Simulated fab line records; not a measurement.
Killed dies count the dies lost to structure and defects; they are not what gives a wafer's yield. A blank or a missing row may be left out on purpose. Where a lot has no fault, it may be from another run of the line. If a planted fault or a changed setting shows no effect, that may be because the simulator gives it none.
Chamber matching -- flow nand_harc -- NHARC_A_DECK1_JOINT_CMP_02 on cmp-03: 4 sister chambers
The step polishes SiOx. 8 wafers are shown with their chamber, then 8 later ones without.

## WAFERS PAIRED WITH THEIR CHAMBERS
wafer,chamber,motor_current_A (A)
L759.2,0,11.1
L760.6,1,10.9
L768.3,2,13.1
L768.4,0,11.5
L768.6,2,13.0
L769.1,1,11.2
L769.5,3,11.0
L774.3,3,11.0

## WAFERS WHOSE CHAMBER IS MISSING
wafer,motor_current_A (A)
L774.4,10.4
L774.6,11.5
L775.1,12.5
L775.2,11.0
L775.4,11.1
L776.2,12.5
L776.3,10.7
L776.6,10.1

## CHAMBER TAKEN BY EACH
wafer,from the rows above,in truth
L774.4,can't be placed: 3 or 1 or 0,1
L774.6,can't be placed: 0 or 1 or 3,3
L775.1,2,2
L775.2,can't be placed: 3 or 1 or 0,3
L775.4,can't be placed: 1 or 3 or 0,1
L776.2,2,2
L776.3,can't be placed: 3 or 1 or 0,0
L776.6,can't be placed: 3 or 1 or 0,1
2 of 8 placed correctly. Unplaceable from these rows: 6, with the true chamber sitting among the candidates in 6. Wrongly placed: 0.
How it was worked out, from the rows above alone: a wafer's distance from a chamber is the root of the sum, over the readings, of the square of ((its reading less the chamber's mean) divided by the reading's scatter). If the next closest chamber is less than 2 further off than the closest, the wafer can't be placed; otherwise it belongs to the closest. For every chamber, the mean is computed from those of its wafers that are shown. The scatter: the root of (the sum of the squares of (reading less its chamber's mean) over the shown wafers, divided by (wafers less chambers)).
